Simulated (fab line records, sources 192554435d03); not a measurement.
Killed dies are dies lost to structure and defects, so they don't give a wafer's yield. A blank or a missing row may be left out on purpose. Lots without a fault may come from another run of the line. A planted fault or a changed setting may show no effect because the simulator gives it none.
A struck lot beside a sound one | flow n5_finfet | 43 steps out of a route of 1938
Sound: wafers L637.3, L637.4, L637.5. Struck: wafer L647.1. (L647.4 of the same lot was not struck and is left out.) The cause comes at the end.
At each step with rows: each side's tool, then ch and its chambers, then its first start. Under that, the readings that differ: sound wafers | struck wafers | difference of the means | sigmas: that difference in standard deviations of wafers without a fault.
alike: readings whose means differ by less than 2 such deviations, and words and numbers that are the same on both sides. not compared: withheld readings, readings that some wafer has no value for, bounds like >300 that may hide the same value, and numbers for which the record gives no deviation and whose values overlap.
The two part at a step that has a row with sigmas, a row that says differs or no value, or rows on one side only. Numbers that don't overlap but have no deviation are shown without sigmas and don't part them. A reading that every wafer of one side lacks parts them only if that side has two wafers or more.

N5_PASSIVATION_OVL_MEAS_60:
  sound on overlay-02 ch 0, day 13 06:48; struck on overlay-02 ch 0, day 16 12:47
  alike: TV_OVL
N5_PASSIVATION_INSPECT_61: inspects for defects (macro).
  sound on defect_inspect-01, day 13 06:49; struck on defect_inspect-01, day 16 12:49
  alike: raw_defect_count
N5_PASSIVATION_DESCUM_12: chemistry O2, time 7.9 s.
  sound on rie_diel-01 ch 1,3, day 13 06:52; struck on rie_diel-05 ch 0, day 16 12:51
  alike: drypump_motor_current_A, oes_product_au, rf_vpp_V, showerhead_plenum_p_Torr, throttle_valve_pct
  not compared: rf_hours_counter_h
then, 1 step without rows for these wafers: N5_PASSIVATION_PASS_ETCH_74 (etches SiNx in CF4/O2, target depth 220 nm, time 110 s).
N5_PASSIVATION_VIA_ETCH_13: etches SiO2 in CHF3/O2, target depth 660 nm, time 330 s.
  sound on rie_diel-01 ch 1,3, day 13 07:02; struck on rie_diel-05 ch 0, day 16 13:01
  alike: drypump_motor_current_A, etch_rf_on_time_s, oes_product_au, rf_vpp_V, showerhead_plenum_p_Torr, throttle_valve_pct
  not compared: rf_hours_counter_h
N5_PASSIVATION_STRIP_14: strips in O2.
  sound on rie_diel-01 ch 1,3, day 13 07:13; struck on rie_diel-05 ch 0, day 16 13:12
  alike: drypump_motor_current_A, oes_product_au, rf_vpp_V, showerhead_plenum_p_Torr, throttle_valve_pct
  not compared: rf_hours_counter_h
then, 6 steps without rows for these wafers: N5_PASSIVATION_ETCH_15 (etches SiCN in CF4/N2, target depth 75 nm, time 81.2 s); N5_PASSIVATION_STRIP_73 (strips in post etch residue remover, time 60 s); N5_PASSIVATION_SRD_17 (time 30 s, dry time 30 s); N5_PASSIVATION_DEGAS_18 (time 60 s); N5_PASSIVATION_PRE_CLEAN_19; N5_PASSIVATION_SPUTTER_20 (material TaN, target thk 50 nm).
N5_PASSIVATION_AL_DEP_21: deposits Al, target thk 2800 nm, time 170 s.
  sound on pvd_sputter-03, day 13 08:26; struck on pvd_sputter-03, day 16 13:43
  reading                                       | sound          | struck | difference | sigmas
  model.Al_of_PASSIVATION_AL_DEP_21.thk_nm (nm) | 2743 2787 2761 | 1931   | -833       |
  alike: throttle_valve_pct
  not compared: susceptor_temp_C
then, 8 steps without rows for these wafers: N5_PASSIVATION_HMDS_23 (time 60 s); N5_PASSIVATION_COAT_24; N5_PASSIVATION_EBR_26; N5_PASSIVATION_SOFTBAKE_25 (time 90 s); N5_PASSIVATION_EXPOSE_27 (exposes mask PAD, defocus 0 nm); N5_PASSIVATION_PEB_28; N5_PASSIVATION_DEVELOP_29 (develop time 60 s); N5_PASSIVATION_HARDBAKE_31 (time 120 s).
N5_PASSIVATION_CD_MEAS_30: target cd 4000 nm.
  sound on cd_sem-01 ch 0, day 13 09:02; struck on cd_sem-02 ch 0, day 16 14:19
  alike: cd_nm
N5_PASSIVATION_OVL_MEAS_63:
  sound on overlay-01 ch 0, day 13 09:04; struck on overlay-02 ch 0, day 16 14:21
  alike: PAD_OVL
N5_PASSIVATION_INSPECT_64: inspects for defects (macro).
  sound on defect_inspect-02, day 13 09:05; struck on defect_inspect-02, day 16 14:22
  alike: raw_defect_count
N5_PASSIVATION_DESCUM_32: chemistry O2, time 7.9 s.
  sound on rie_diel-03 ch 0,1,2, day 13 09:13; struck on rie_diel-06 ch 0, day 16 14:24
  alike: drypump_motor_current_A, oes_product_au, rf_vpp_V, showerhead_plenum_p_Torr, throttle_valve_pct
  not compared: rf_hours_counter_h
N5_PASSIVATION_AL_ETCH_33: etches Al in Cl2/BCl3, stops on TaN, target depth 2800 nm, time 466.7 s.
  sound on rie_metal-03 ch 0,1, day 13 09:26; struck on rie_metal-03 ch 0, day 16 14:29
  reading                | sound             | struck | difference                   | sigmas
  oes_product_au (a.u.)  | 0.67 0.65 0.65    | 0.50   | -0.16                        | -2
  rf_hours_counter_h (h) | - - -             | 73     | no value on the sound wafers |
  throttle_valve_pct (%) | 34.30 34.39 34.39 | 34.97  | +0.61                        | +3
  alike: drypump_motor_current_A, he_backside_leak_sccm, mfc_cl2_sccm
then, 6 steps without rows for these wafers: N5_PASSIVATION_ETCH_59 (etches TaN in Cl2/BCl3, target depth 65 nm, time 34.9 s); N5_PASSIVATION_STRIP_34 (strips in O2); N5_PASSIVATION_STRIP_51 (strips in post etch residue remover, time 1200 s); N5_PASSIVATION_CLEAN_69 (cleans in IPA, time 180 s); N5_PASSIVATION_SRD_70 (time 30 s); N5_PASSIVATION_PECVD_53 (deposits SiO2 from TEOS/O2, target thk 800 nm, time 169.4 s).
N5_PASSIVATION_PECVD_35: deposits SiNx from SiH4/NH3/N2, target thk 700 nm, time 151.3 s.
  sound on pecvd-03 ch 0,1, day 13 10:25; struck on pecvd-03 ch 1, day 16 15:40
  alike: heater_power_outer_w, heater_power_w, showerhead_plenum_p_Torr, susceptor_temp_C, throttle_valve_pct
then, 8 steps without rows for these wafers: N5_PASSIVATION_HMDS_37 (time 60 s); N5_PASSIVATION_COAT_38; N5_PASSIVATION_EBR_40; N5_PASSIVATION_SOFTBAKE_39 (time 120 s); N5_PASSIVATION_EXPOSE_41 (exposes mask PASS OPEN, defocus 0 nm, target cd 40000 nm); N5_PASSIVATION_PEB_42; N5_PASSIVATION_DEVELOP_43 (develop time 60 s); N5_PASSIVATION_HARDBAKE_45 (time 120 s).
N5_PASSIVATION_CD_MEAS_44: target cd 40000 nm.
  sound on cd_sem-02 ch 0, day 13 10:59; struck on cd_sem-01 ch 0, day 16 16:13
  alike: cd_nm
N5_PASSIVATION_STRIP_52: strips in post etch residue remover, time 1200 s.
  sound on wet_bench-06 ch 1,3,4, day 13 12:08; struck on wet_bench-03 ch 0, day 16 16:55
  reading                                       | sound          | struck | difference | sigmas
  model.Al_of_PASSIVATION_AL_DEP_21.thk_nm (nm) | 2728 2771 2745 | 1915   | -833       |

WHERE THEY PART
Only at N5_PASSIVATION_AL_ETCH_33, within this record. Later steps at which nothing parts them and some readings are alike: N5_PASSIVATION_PECVD_35, N5_PASSIVATION_CD_MEAS_44.

WHY: what the simulator had put in
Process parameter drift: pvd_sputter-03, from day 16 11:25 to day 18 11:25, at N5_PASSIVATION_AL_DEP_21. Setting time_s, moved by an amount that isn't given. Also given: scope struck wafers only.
